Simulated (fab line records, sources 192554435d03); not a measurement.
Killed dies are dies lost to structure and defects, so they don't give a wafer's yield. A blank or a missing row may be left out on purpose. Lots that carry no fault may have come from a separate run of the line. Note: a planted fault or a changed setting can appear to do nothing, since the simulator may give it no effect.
A lot that was struck, set against a sound lot -- flow n5-finfet -- 44 steps out of a route of 1938
Sound: the wafers L694.3, L694.4, L694.6. Struck: wafers L702.1, L702.4. (L702.3 of the same lot was not struck and is left out.) The cause comes at the end.
Per side, at each step with rows, come the tool, then ch with its chambers, and then its first start. Under that, the readings that differ: sound wafers -- struck wafers -- difference of the means -- sigmas: that difference in standard deviations of wafers without a fault.
alike: readings with means less than 2 such deviations apart, plus words and numbers identical on both sides. not compared: withheld readings, readings lacking a value on some wafer, bounds such as >300 that could conceal the same value, and numbers that have no deviation in the record and whose values overlap.
Wherever a step has rows on one side only, a row that says differs or no value, or a row with sigmas, the two part there. Non-overlapping numbers with no deviation appear without sigmas and do not part them. A reading that every wafer of one side lacks parts them only if that side has two wafers or more.

N5_BEOL_M3_ANNEAL_95: time 240 s.
  sound on pvd-sputter-01, day 8 23:48; struck on pvd-sputter-01, day 10 19:20
  alike: heater-power-w, susceptor-temp-C
then, 4 steps without rows for these wafers: N5_BEOL_M3_SPUTTER_96 (material Cu, target thk 4.5 nm, time 8.29 s); N5_BEOL_M3_ECD_50 (material Cu, target thk 300 nm); N5_BEOL_M3_ANNEAL_51 (time 90 s); N5_BEOL_M3_CMP_52 (polishes, stops on SiOC, t overpolish 6.8 s, target thk 40 nm).
N5_BEOL_M3_THK_MEAS_53: measures by xrf.
  sound on film-metro-02, day 9 00:44; struck on film-metro-01, day 10 20:16
  alike: M3_THK
then, 4 steps without rows for these wafers: N5_BEOL_M3_PRE_CLEAN_60 (time 15 s); N5_BEOL_M3_CO_CAP_55 (material Co, precursor CCTBA/H2, target thk 2 nm, time 102.1 s); N5_BEOL_M3_PRE_CLEAN_56 (time 15 s); N5_BEOL_M3_DEP_57 (deposits SiCN from 3MS/NH3, target thk 8 nm, time 14 s).
N5_BEOL_M3_RS_MEAS_58: uses a four-point probe to measure.
  sound on film-metro-01, day 9 00:59; struck on film-metro-02, day 10 20:34
  alike: M3_RS
N5_BEOL_M3_INSPECT_59: inspects for defects (darkfield).
  sound on defect-inspect-01, day 9 01:01; struck on defect-inspect-01, day 10 20:35
  alike: raw-defect-count
N5_BEOL_M4_ILD_DEP_00: deposits SiOC from DEMS/O2, target thk 79 nm, time 15.3 s.
  sound on pecvd-03 ch 0,1, day 9 01:03; struck on pecvd-03 ch 0,2, day 10 20:37
reading,sound,struck,difference,sigmas
model.SiOC_of_BEOL_M4_ILD_DEP_00.thk-nm (nm),79 80.2 79.8,40.2 38.4,-40.4,
  alike: heater-power-w, showerhead-plenum-p-Torr, susceptor-temp-C, throttle-valve-pct
N5_BEOL_M4_THK_MEAS_01:
  sound on film-metro-01, day 9 01:07; struck on film-metro-01, day 10 20:41
reading,sound,struck,difference,sigmas
M4_ILD_THK (nm),78.9 80.3 79.7,40.1 38.4,-40.4,-43
then, 11 steps without rows for these wafers: N5_BEOL_M4_PECVD_72 (deposits SiO2 from TEOS/O2, target thk 16 nm, time 18 s); N5_BEOL_M4_HM_DEP_02 (deposits TiN, target thk 20 nm); N5_BEOL_M4_COAT_61 (time 60 s, resist thk 60 nm); N5_BEOL_M4_COAT_62 (time 60 s, resist thk 12 nm); N5_BEOL_M4_COAT_73 (time 60 s, resist thk 5 nm); N5_BEOL_M4_COAT_05 (resist thk 30 nm); N5_BEOL_M4_EBR_07; N5_BEOL_M4_SOFTBAKE_06 (time 60 s); N5_BEOL_M4_EXPOSE_08 (exposes mask M4); N5_BEOL_M4_PEB_09 (peb time 60 s); N5_BEOL_M4_DEVELOP_10 (develop time 30 s).
N5_BEOL_M4_CD_MEAS_11 targets a cd of 16.79 nm.
  sound on cd-sem-02 ch 0, day 9 01:41; struck on cd-sem-02 ch 0, day 10 21:13
  alike: cd-nm
N5_BEOL_M4_OVL_MEAS_12:
  sound on overlay-02 ch 0, day 9 01:44; struck on overlay-01 ch 0, day 10 21:14
  alike: M4_OVL
N5_BEOL_M4_INSPECT_13: inspects for defects (brightfield).
  sound on defect-inspect-02, day 9 01:47; struck on defect-inspect-02, day 10 21:17
  alike: raw-defect-count
then, 2 steps without rows for these wafers: N5_BEOL_M4_DESCUM_16 (chemistry O2, time 7 s); N5_BEOL_M4_ETCH_74 (etches underlayer in N2/H2, target depth 6.5 nm, time 5.2 s).
N5_BEOL_M4_ETCH_63: etches SiARC in CF4, target depth 15.6 nm, time 26 s.
  sound on rie-diel-01 ch 0,1,2, day 9 01:52; struck on rie-diel-06 ch 0,3, day 10 22:11
  alike: drypump-motor-current-A, etch-rf-on-time-s, mfc-ar-sccm, oes-product-au, rf-vpp-V, showerhead-plenum-p-Torr, throttle-valve-pct
  not compared: rf-hours-counter-h
N5_BEOL_M4_ETCH_64: etches SOC in N2/H2, target depth 75 nm, overetch 22.5 nm, time 121.9 s.
  sound on rie-diel-01 ch 0,1,2, day 9 01:53; struck on rie-diel-06 ch 0,3, day 10 22:13
  alike: drypump-motor-current-A, n2-flow-sccm, oes-product-au, rf-vpp-V, showerhead-plenum-p-Torr, temp-c, throttle-valve-pct
  not compared: rf-hours-counter-h
then, 2 steps without rows for these wafers: N5_BEOL_M4_STRIP_65 (strips in N2/H2); N5_BEOL_M4_STRIP_75 (strips in N2/H2).
N5_BEOL_M4_STRIP_66: strips in CF4.
  sound on rie-diel-01 ch 0,1,2, day 9 02:01; struck on rie-diel-06 ch 0,3, day 10 22:21
  alike: drypump-motor-current-A, oes-product-au, rf-vpp-V, showerhead-plenum-p-Torr, throttle-valve-pct
  not compared: rf-hours-counter-h
then, 1 step without rows for these wafers: N5_BEOL_M4_HM_OPEN_17 (chemistry Cl2/BCl3, target TiN, target depth 20 nm, overetch 6 nm).
N5_BEOL_M4_STRIP_19: strips in O2.
  sound on rie-diel-01 ch 2,3, day 9 02:10; struck on rie-diel-01 ch 0,2, day 10 22:42
  alike: drypump-motor-current-A, oes-product-au, rf-vpp-V, showerhead-plenum-p-Torr, temp-c, throttle-valve-pct
  not compared: rf-hours-counter-h
N5_BEOL_M4_CD_MEAS_18: pitch 36 nm, target cd 18 nm.
  sound on cd-sem-03, day 9 02:14; struck on cd-sem-02, day 10 22:46
  alike: cd-nm
then, 4 steps without rows for these wafers: N5_BEOL_M4_COAT_67 (time 60 s, resist thk 60 nm); N5_BEOL_M4_COAT_68 (time 60 s, resist thk 12 nm); N5_BEOL_M4_COAT_76 (time 60 s, resist thk 5 nm); N5_BEOL_M4_COAT_22 (resist thk 30 nm).
N5_BEOL_M4_CMP_52: polishes, stops on SiOC, t overpolish 6.8 s, target thk 40 nm.
  sound on cmp-03 ch 1,3, day 9 12:47; struck on cmp-03 ch 0,1, day 11 07:59
reading,sound,struck,difference,sigmas
model.SiOC_of_BEOL_M4_ILD_DEP_00.thk-nm (nm),76 77.2 76.8,37.2 35.4,-40.4,
  alike: motor-current-A, slurry-filter-dp-kPa, slurry-flow-ml-min
N5_BEOL_M4_RC_MEAS_101:
  the record has rows for the sound wafers here (prober-01 ch 0, day 9 13:40) and none for the struck ones

== WHERE THEY PART ==
First at N5_BEOL_M4_THK_MEAS_01; last, within this record, at N5_BEOL_M4_RC_MEAS_101.

WHY: what had been put in by the simulator
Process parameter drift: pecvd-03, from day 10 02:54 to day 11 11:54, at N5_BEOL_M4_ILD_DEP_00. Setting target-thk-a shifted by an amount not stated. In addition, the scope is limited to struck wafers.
